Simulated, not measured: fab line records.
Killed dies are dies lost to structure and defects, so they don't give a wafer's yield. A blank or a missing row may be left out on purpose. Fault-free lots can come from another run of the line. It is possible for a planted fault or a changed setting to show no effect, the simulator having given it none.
Chamber matching | flow n5-finfet | N5_GATE_CUT_ETCH_36 on rie-diel-02 has 4 sister chambers
The step etches SiARC in CF4, target depth 13 nm, time 21.7 s. 4 wafers are shown with their chamber, then 7 later ones without.

## WAFERS WITH THEIR CHAMBER
wafer  | chamber | drypump-motor-current-A (A)
L090.4 | 2       | 5.1
L092.5 | 0       | 6.6
L093.4 | 1       | 6.0
L094.5 | 3       | 5.6

## WAFERS WHOSE CHAMBER IS MISSING
wafer  | drypump-motor-current-A (A)
L094.6 | 5.1
L096.1 | 5.6
L096.3 | 6.6
L096.6 | 5.1
L097.1 | 5.1
L097.2 | 5.6
L097.4 | 6.5

## EACH ONE'S CHAMBER
wafer  | from the rows above | in truth
L094.6 | 2                   | 2
L096.1 | 3                   | 3
L096.3 | 0                   | 0
L096.6 | 2                   | 2
L097.1 | 2                   | 2
L097.2 | 3                   | 3
L097.4 | 0                   | 0
Correct placement for 7 of the 7. Not placeable from these rows: 0. 0 placed wrongly.
How it was worked out, from the rows above alone: a wafer's distance from a chamber is the root of the sum, over the readings, of the square of ((its reading less the chamber's mean) divided by the reading's scatter). If the next closest chamber is less than 2 further off than the closest, the wafer can't be placed; otherwise it belongs to the closest. Each chamber's mean is taken over the wafers shown for it. The scatter (one wafer shown for each chamber): square how far every hidden wafer sits from the nearest shown wafer, average those squares and take the square root.
